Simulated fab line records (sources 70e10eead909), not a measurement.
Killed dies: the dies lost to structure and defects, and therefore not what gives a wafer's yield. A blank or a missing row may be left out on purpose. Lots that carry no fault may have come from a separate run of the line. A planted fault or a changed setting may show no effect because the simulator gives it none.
The tool behind it: which one? + flow nand_harc + 14 lots with 42 wafers sampled at 6 steps, on a route of 1302 steps

WHAT EACH GAUGE READ, for each wafer
NHARC_A_START_INSPECT_01.
| lot  | measured     | on                | raw_defect_count |
|------|--------------|-------------------|------------------|
| L215 | day 6 18:19  | defect_inspect-02 | 2 3 3            |
| L216 | day 7 07:39  | defect_inspect-02 | 4 4 1            |
| L218 | day 7 22:50  | defect_inspect-02 | 5 3 1            |
| L219 | day 8 14:28  | defect_inspect-02 | 2 1 4            |
| L220 | day 8 17:20  | defect_inspect-01 | 4 3 5            |
| L221 | day 9 13:08  | defect_inspect-02 | 9 1 2            |
| L222 | day 9 13:22  | defect_inspect-01 | 2 5 3            |
| L229 | day 13 03:34 | defect_inspect-01 | 2 7 4            |
| L231 | day 13 16:51 | defect_inspect-01 | 5 4 1            |
| L232 | day 14 04:28 | defect_inspect-01 | 4 5 5            |
| L234 | day 14 15:56 | defect_inspect-02 | 3 4 4            |
| L235 | day 14 21:06 | defect_inspect-02 | 3 2 1            |
| L237 | day 16 00:56 | defect_inspect-02 | 5 2 2            |
| L238 | day 16 03:41 | defect_inspect-01 | 0 0 5            |

NHARC_A_ONON_D1_THK_MEAS_11: measures by ellipsometry.
| lot  | measured     | on            | thk_nm (nm)    |
|------|--------------|---------------|----------------|
| L215 | day 7 22:19  | film_metro-02 | 1011 1011 1012 |
| L216 | day 8 08:19  | film_metro-01 | 1008 1009 1009 |
| L218 | day 9 00:59  | film_metro-01 | 989 989 989    |
| L219 | day 9 17:36  | film_metro-01 | 990 988 989    |
| L220 | day 9 17:35  | film_metro-02 | 1011 1012 1012 |
| L221 | day 10 13:08 | film_metro-01 | 1001 1002 1001 |
| L222 | day 10 13:07 | film_metro-02 | 1009 1010 1010 |
| L229 | day 14 06:00 | film_metro-01 | 1008 1007 1009 |
| L231 | day 14 22:16 | film_metro-02 | 994 995 993    |
| L232 | day 15 07:00 | film_metro-01 | 1011 1010 1011 |
| L234 | day 15 15:56 | film_metro-01 | 982 984 982    |
| L235 | day 16 00:07 | film_metro-01 | 1010 1010 1009 |
| L237 | day 17 04:29 | film_metro-02 | 999 999 999    |
| L238 | day 17 04:27 | film_metro-01 | 1011 1010 1012 |

NHARC_A_ONON_D1_THK_MEAS_24: measures by ellipsometry.
| lot  | measured     | on            | thk_nm (nm)    |
|------|--------------|---------------|----------------|
| L215 | day 8 07:54  | film_metro-02 | 995 996 995    |
| L216 | day 8 17:47  | film_metro-01 | 993 992 992    |
| L218 | day 9 10:28  | film_metro-02 | 999 995 997    |
| L219 | day 10 03:02 | film_metro-02 | 1014 1015 1013 |
| L220 | day 10 03:02 | film_metro-01 | 1007 1003 1004 |
| L221 | day 11 00:02 | film_metro-02 | 1005 1005 1004 |
| L222 | day 11 00:01 | film_metro-02 | 999 1000 1001  |
| L229 | day 14 16:37 | film_metro-02 | 576 577 578    |
| L231 | day 15 09:26 | film_metro-01 | 576 573 574    |
| L232 | day 15 17:59 | film_metro-01 | 1010 1010 1011 |
| L234 | day 16 01:52 | film_metro-01 | 988 989 989    |
| L235 | day 16 10:44 | film_metro-02 | 1008 1008 1009 |
| L237 | day 17 14:13 | film_metro-01 | 1022 1020 1022 |
| L238 | day 17 14:12 | film_metro-02 | 1020 1022 1022 |

NHARC_A_CHANNEL_HOLE_D1_CD_MEAS_10 targets a cd of 100 nm.
| lot  | measured     | on        | cd_nm (nm)        |
|------|--------------|-----------|-------------------|
| L215 | day 8 14:17  | cd_sem-03 | 100.6 100.0 99.7  |
| L216 | day 9 00:00  | cd_sem-02 | 100.1 100.2 99.5  |
| L218 | day 9 14:46  | cd_sem-03 | 99.1 99.8 99.3    |
| L219 | day 10 07:28 | cd_sem-02 | 99.9 100.3 100.3  |
| L220 | day 10 07:37 | cd_sem-01 | 99.6 100.3 99.5   |
| L221 | day 11 09:49 | cd_sem-03 | 100.3 99.4 99.9   |
| L222 | day 11 08:23 | cd_sem-02 | 99.4 99.3 100.1   |
| L232 | day 15 22:32 | cd_sem-03 | 100.2 100.4 100.0 |
| L234 | day 16 06:08 | cd_sem-02 | 99.9 100.1 100.2  |
| L235 | day 16 21:31 | cd_sem-02 | 99.9 99.7 99.2    |
| L237 | day 17 21:47 | cd_sem-01 | 99.9 99.8 100.1   |
| L238 | day 17 20:30 | cd_sem-02 | 100.2 99.8 99.5   |

NHARC_END_SORT_01.
| lot  | measured     | on        | killed_at_array | killed_at_other | killed_at_periphery | killed_dies | killed_open | killed_short |
|------|--------------|-----------|-----------------|-----------------|---------------------|-------------|-------------|--------------|
| L229 | day 30 08:52 | prober-01 | 677 674 676     | 0 0 0           | 0 3 1               | 677 677 677 | 3 4 3       | 1 0 3        |
| L231 | day 31 20:59 | prober-01 | 673 674 671     | 2 2 0           | 2 1 6               | 677 677 677 | 5 5 7       | 0 2 2        |
| L232 | day 32 04:54 | prober-02 | 30 37 35        | 2 0 0           | 6 5 7               | 38 42 42    | 0 1 5       | 2 0 6        |
| L234 | day 32 15:04 | prober-01 | 52              | 0               | 3                   | 55          | 4           | 3            |
| L235 | day 33 10:56 | prober-02 | 58              | 2               | 5                   | 65          | 2           | 5            |
| L238 | day 34 02:55 | prober-02 | 54 98 81        | 1 0 1           | 2 2 3               | 57 100 85   | 3 1 5       | 2 2 5        |

WHICH TOOL RAN EACH LOT (tool, then ch and the chambers of the sampled wafers, then the start)
| lot  | NHARC_A_ONON_D1_DEP_22           |
|------|----------------------------------|
| L215 | pecvd_onon-02 ch 0, day 8 07:23  |
| L216 | pecvd_onon-04 ch 0, day 8 17:20  |
| L218 | pecvd_onon-02 ch 0, day 9 10:08  |
| L219 | pecvd_onon-01 ch 0, day 10 02:38 |
| L220 | pecvd_onon-02 ch 0, day 10 02:35 |
| L221 | pecvd_onon-04 ch 0, day 10 23:41 |
| L222 | pecvd_onon-01 ch 0, day 10 23:34 |
| L229 | pecvd_onon-02 ch 0, day 14 16:06 |
| L231 | pecvd_onon-02 ch 0, day 15 08:56 |
| L232 | pecvd_onon-01 ch 0, day 15 17:28 |
| L234 | pecvd_onon-01 ch 0, day 16 01:22 |
| L235 | pecvd_onon-01 ch 0, day 16 10:13 |
| L237 | pecvd_onon-04 ch 0, day 17 13:42 |
| L238 | pecvd_onon-01 ch 0, day 17 13:44 |
- NHARC_A_ONON_D1_DEP_22: target thk 1000 nm.

AS READ BY THE TOOLS THEMSELVES (means over the sampled wafers that have a number; for cases with no such wafer, the mark the record gives instead)
The record holds no such reading with a usual standard deviation.

THE ANSWER, worked out from the rows above alone
Rule: the usual values come from the lots themselves. The widest of any qualifying gaps counts: lots, ordered by their means at a reading, are off when they make up no more than a third of the lots, leave a main group of 4 or more, and stand apart from it by 3 or more times the standard deviation of that group's means. A main group is skipped when, at the precision printed for the reading in the tables above, its means are all equal. A lot without any number at a reading at which 4 lots or more have one is off too. Any other lot the step has rows for is counted as sound. First the gauges in route order, then the tools' own readings, where a lot's mean is used as printed above. The first step at which some lot is off is used, and at that step the reading that is off furthest; a lot without a number counts as furthest.
Off: L229, L231 (NHARC_A_ONON_D1_THK_MEAS_24, thk_nm). Main group: mean 1005 nm, sd 10.
A tool fits if, at a process step before that reading, it ran every lot that is off, and no sound lot after the first of them. The gauges at NHARC_A_ONON_D1_THK_MEAS_24 aren't tried: what is off there is off at NHARC_END_SORT_01 too, on other tools, and a gauge's error can't cause that. One fits: NHARC_A_ONON_D1_DEP_22 on pecvd_onon-02. A fault onset in the window from L220 (day 10 02:35, its last sound lot) to L229 (day 14 16:06, its first lot off) fits.

WHAT THE SIMULATOR HAD PUT IN
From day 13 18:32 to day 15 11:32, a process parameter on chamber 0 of pecvd_onon-02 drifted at NHARC_A_ONON_D1_DEP_22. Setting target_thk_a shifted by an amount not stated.
Struck lots among those shown: L229, L231. The rule given above showed the same thing.
